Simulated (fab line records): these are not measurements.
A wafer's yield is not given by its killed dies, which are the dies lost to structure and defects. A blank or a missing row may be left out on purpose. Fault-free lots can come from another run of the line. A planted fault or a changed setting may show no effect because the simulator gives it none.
Chamber matching / flow n5-finfet / N5_BEOL_M14_ETCH_68 on rie-diel-05: 4 sister chambers
The step etches SOC in N2/H2, time 450 s. 18 wafers are shown with their chamber, then 9 later ones without.

EACH WAFER AND ITS CHAMBER
wafer=L074.3; chamber=3; throttle-valve-pct (%)=17.92; showerhead-plenum-p-Torr (Torr)=2.63; drypump-motor-current-A (A)=4.9
wafer=L074.4; chamber=2; throttle-valve-pct (%)=17.56; showerhead-plenum-p-Torr (Torr)=2.71; drypump-motor-current-A (A)=5.6
wafer=L074.5; chamber=3; throttle-valve-pct (%)=17.92; showerhead-plenum-p-Torr (Torr)=2.63; drypump-motor-current-A (A)=4.8
wafer=L076.1; chamber=0; throttle-valve-pct (%)=17.46; showerhead-plenum-p-Torr (Torr)=2.47; drypump-motor-current-A (A)=5.9
wafer=L076.3; chamber=2; throttle-valve-pct (%)=17.59; showerhead-plenum-p-Torr (Torr)=2.70; drypump-motor-current-A (A)=5.5
wafer=L076.4; chamber=0; throttle-valve-pct (%)=17.46; showerhead-plenum-p-Torr (Torr)=2.47; drypump-motor-current-A (A)=5.9
wafer=L077.1; chamber=3; throttle-valve-pct (%)=17.93; showerhead-plenum-p-Torr (Torr)=2.63; drypump-motor-current-A (A)=4.9
wafer=L077.3; chamber=1; throttle-valve-pct (%)=18.12; showerhead-plenum-p-Torr (Torr)=2.57; drypump-motor-current-A (A)=5.2
wafer=L077.6; chamber=2; throttle-valve-pct (%)=17.58; showerhead-plenum-p-Torr (Torr)=2.70; drypump-motor-current-A (A)=5.5
wafer=L080.1; chamber=2; throttle-valve-pct (%)=17.58; showerhead-plenum-p-Torr (Torr)=2.70; drypump-motor-current-A (A)=5.5
wafer=L080.3; chamber=3; throttle-valve-pct (%)=17.94; showerhead-plenum-p-Torr (Torr)=2.62; drypump-motor-current-A (A)=4.8
wafer=L080.5; chamber=0; throttle-valve-pct (%)=17.49; showerhead-plenum-p-Torr (Torr)=2.47; drypump-motor-current-A (A)=5.9
wafer=L085.2; chamber=1; throttle-valve-pct (%)=18.14; showerhead-plenum-p-Torr (Torr)=2.56; drypump-motor-current-A (A)=5.2
wafer=L085.4; chamber=0; throttle-valve-pct (%)=17.49; showerhead-plenum-p-Torr (Torr)=2.46; drypump-motor-current-A (A)=5.9
wafer=L085.6; chamber=1; throttle-valve-pct (%)=18.14; showerhead-plenum-p-Torr (Torr)=2.56; drypump-motor-current-A (A)=5.2
wafer=L087.1; chamber=1; throttle-valve-pct (%)=18.13; showerhead-plenum-p-Torr (Torr)=2.56; drypump-motor-current-A (A)=5.2
wafer=L087.2; chamber=2; throttle-valve-pct (%)=17.62; showerhead-plenum-p-Torr (Torr)=2.69; drypump-motor-current-A (A)=5.5
wafer=L087.6; chamber=0; throttle-valve-pct (%)=17.50; showerhead-plenum-p-Torr (Torr)=2.46; drypump-motor-current-A (A)=5.9

SIGNATURES (means of the wafers above)
reading=throttle-valve-pct; chamber 0=17.4800; chamber 1=18.1325; chamber 2=17.5860; chamber 3=17.9275; scatter within a chamber=0.0166
reading=showerhead-plenum-p-Torr; chamber 0=2.4660; chamber 1=2.5625; chamber 2=2.7000; chamber 3=2.6275; scatter within a chamber=0.00579
reading=drypump-motor-current-A; chamber 0=5.900; chamber 1=5.200; chamber 2=5.520; chamber 3=4.850; scatter within a chamber=0.0359
Rule: distance of a wafer from a chamber = root of the sum over the readings of ((wafer's reading minus chamber's mean) / reading's scatter) squared. If the next closest chamber is less than 2 further off than the closest, the wafer can't be placed; otherwise it belongs to the closest. How the scatter is found: for the shown wafers, subtract from each reading the mean of its chamber, square and add these, divide the total by (wafers less chambers), then take the root.

WAFERS WITH NO CHAMBER GIVEN
wafer=L090.3; throttle-valve-pct (%)=18.16; showerhead-plenum-p-Torr (Torr)=2.56; drypump-motor-current-A (A)=5.2
wafer=L090.4; throttle-valve-pct (%)=17.60; showerhead-plenum-p-Torr (Torr)=2.62; drypump-motor-current-A (A)=4.9
wafer=L090.5; throttle-valve-pct (%)=17.59; showerhead-plenum-p-Torr (Torr)=2.62; drypump-motor-current-A (A)=4.9
wafer=L091.2; throttle-valve-pct (%)=17.51; showerhead-plenum-p-Torr (Torr)=2.46; drypump-motor-current-A (A)=5.9
wafer=L091.4; throttle-valve-pct (%)=18.17; showerhead-plenum-p-Torr (Torr)=2.55; drypump-motor-current-A (A)=5.2
wafer=L091.6; throttle-valve-pct (%)=18.17; showerhead-plenum-p-Torr (Torr)=2.55; drypump-motor-current-A (A)=5.2
wafer=L096.3; throttle-valve-pct (%)=17.61; showerhead-plenum-p-Torr (Torr)=2.61; drypump-motor-current-A (A)=4.8
wafer=L096.4; throttle-valve-pct (%)=17.68; showerhead-plenum-p-Torr (Torr)=2.68; drypump-motor-current-A (A)=5.5
wafer=L096.5; throttle-valve-pct (%)=17.61; showerhead-plenum-p-Torr (Torr)=2.61; drypump-motor-current-A (A)=4.8

THE CHAMBER EACH PASSED THROUGH
wafer=L090.3; from the rows above=1; in truth=1
wafer=L090.4; from the rows above=3; in truth=3
wafer=L090.5; from the rows above=can't be placed: 3 or 2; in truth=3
wafer=L091.2; from the rows above=0; in truth=0
wafer=L091.4; from the rows above=1; in truth=1
wafer=L091.6; from the rows above=1; in truth=1
wafer=L096.3; from the rows above=3; in truth=3
wafer=L096.4; from the rows above=2; in truth=2
wafer=L096.5; from the rows above=3; in truth=3
8 of 9 placed correctly. Can't be placed from these rows: 1 (the true chamber is among the candidates in 1). Placed wrongly: 0.
